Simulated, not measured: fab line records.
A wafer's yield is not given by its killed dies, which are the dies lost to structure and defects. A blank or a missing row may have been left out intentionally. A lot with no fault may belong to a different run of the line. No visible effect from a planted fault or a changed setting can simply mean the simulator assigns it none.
The tool behind it: which one? :: flow nand-harc :: Sampling: 12 lots, 36 wafers, 2 of 1302 route steps

WHAT THE GAUGES READ, wafer by wafer
NHARC_P_M1_CD_MEAS_09: the cd target is 130 nm. Usual: cd-nm reads 130.4 nm (standard deviation 0.57).
lot: L633
measured: day 6 14:55
on: cd-sem-03
cd-nm (nm): 130.6 131.2 130.9
flag: 

lot: L635
measured: day 7 06:09
on: cd-sem-02
cd-nm (nm): 130.8 130.8 129.7
flag: 

lot: L637
measured: day 7 22:29
on: cd-sem-02
cd-nm (nm): 130.5 130.6 131.3
flag: 

lot: L638
measured: day 8 11:58
on: cd-sem-03
cd-nm (nm): 130.2 129.5 130.2
flag: 

lot: L639
measured: day 8 12:44
on: cd-sem-01
cd-nm (nm): 130.7 131.3 131.0
flag: 

lot: L640
measured: day 9 01:03
on: cd-sem-03
cd-nm (nm): 130.5 130.4 130.2
flag: 

lot: L642
measured: day 10 02:23
on: cd-sem-03
cd-nm (nm): 130.7 129.6 130.7
flag: 

lot: L647
measured: day 12 05:42
on: cd-sem-03
cd-nm (nm): 130.5 129.3 129.8
flag: 

lot: L650
measured: day 13 07:53
on: cd-sem-02
cd-nm (nm): 130.2 129.6 131.1
flag: 

lot: L651
measured: day 13 19:17
on: cd-sem-02
cd-nm (nm): 131.1 131.1 130.3
flag: 

lot: L653
measured: day 14 18:12
on: cd-sem-02
cd-nm (nm): 129.1 130.9 130.6
flag: 

lot: L654
measured: day 14 19:06
on: cd-sem-01
cd-nm (nm): 130.4 129.8 131.3
flag: 

NHARC_P_M1_OVL_MEAS_10: pitch 260 nm. Usual: overlay-x-nm -0.1 nm, standard deviation 1.1; overlay-y-nm 0.3 nm, standard deviation 0.77.
lot: L633
measured: day 6 15:00
on: overlay-02
overlay-x-nm (nm): -1.3 -0.7 -1.1
overlay-y-nm (nm): 0.6 0.6 0.5
flag: 

lot: L635
measured: day 7 06:14
on: overlay-01
overlay-x-nm (nm): 0.0 0.0 0.4
overlay-y-nm (nm): 0.0 -0.2 -0.3
flag: 

lot: L637
measured: day 7 22:35
on: overlay-01
overlay-x-nm (nm): 0.4 0.4 0.0
overlay-y-nm (nm): 0.2 0.5 0.4
flag: 

lot: L638
measured: day 8 12:03
on: overlay-01
overlay-x-nm (nm): -2.5 -3.1 -2.9
overlay-y-nm (nm): -1.1 -1.1 -1.3
flag: 

lot: L639
measured: day 8 12:50
on: overlay-02
overlay-x-nm (nm): -0.8 -0.2 -0.6
overlay-y-nm (nm): 1.6 1.3 1.3
flag: 

lot: L640
measured: day 9 01:08
on: overlay-01
overlay-x-nm (nm): -0.1 0.3 0.1
overlay-y-nm (nm): -0.8 0.5 -0.1
flag: 

lot: L642
measured: day 10 02:29
on: overlay-01
overlay-x-nm (nm): 0.7 0.4 0.6
overlay-y-nm (nm): 0.0 0.2 0.6
flag: 

lot: L647
measured: day 12 05:47
on: overlay-02
overlay-x-nm (nm): 0.6 0.3 0.5
overlay-y-nm (nm): -0.6 -0.4 -1.0
flag: 

lot: L650
measured: day 13 07:59
on: overlay-01
overlay-x-nm (nm): 0.8 0.6 0.6
overlay-y-nm (nm): 1.3 1.2 1.1
flag: 

lot: L651
measured: day 13 19:22
on: overlay-02
overlay-x-nm (nm): 0.3 0.2 0.2
overlay-y-nm (nm): 0.2 0.6 0.9
flag: 

lot: L653
measured: day 14 18:17
on: overlay-02
overlay-x-nm (nm): -0.9 -0.5 -0.8
overlay-y-nm (nm): 0.2 0.4 -0.2
flag: 

lot: L654
measured: day 14 19:11
on: overlay-01
overlay-x-nm (nm): -1.9 -2.2 -2.1
overlay-y-nm (nm): 2.1 1.8 1.7
flag: 

TOOL THAT RAN EACH LOT (tool first, then ch and the chambers of the sampled wafers, then the start)
Record: no process step prior to these readings.

WHAT THE TOOLS THEMSELVES READ (means of the sampled wafers that have a number; where no wafer has one, the mark that the record gives instead)
The record holds no such reading with a usual standard deviation.

THE ANSWER, worked out from the rows above alone
Rule: a lot counts as off when the mean over its wafers that have a number is more than 3 standard deviations away from the usual mean. Also off: a lot with no number at a reading for which 4 or more lots have one. The other lots that the step has rows for count as sound. First the gauges in route order, then the tools' own readings, where a lot's mean is used as printed above. At the first step where some lot is off, the reading lying furthest off is the one used; lots without a number count as furthest.
None of the lots is off at any reading shown; this tells nothing.

WHAT THE SIMULATOR HAD PUT IN
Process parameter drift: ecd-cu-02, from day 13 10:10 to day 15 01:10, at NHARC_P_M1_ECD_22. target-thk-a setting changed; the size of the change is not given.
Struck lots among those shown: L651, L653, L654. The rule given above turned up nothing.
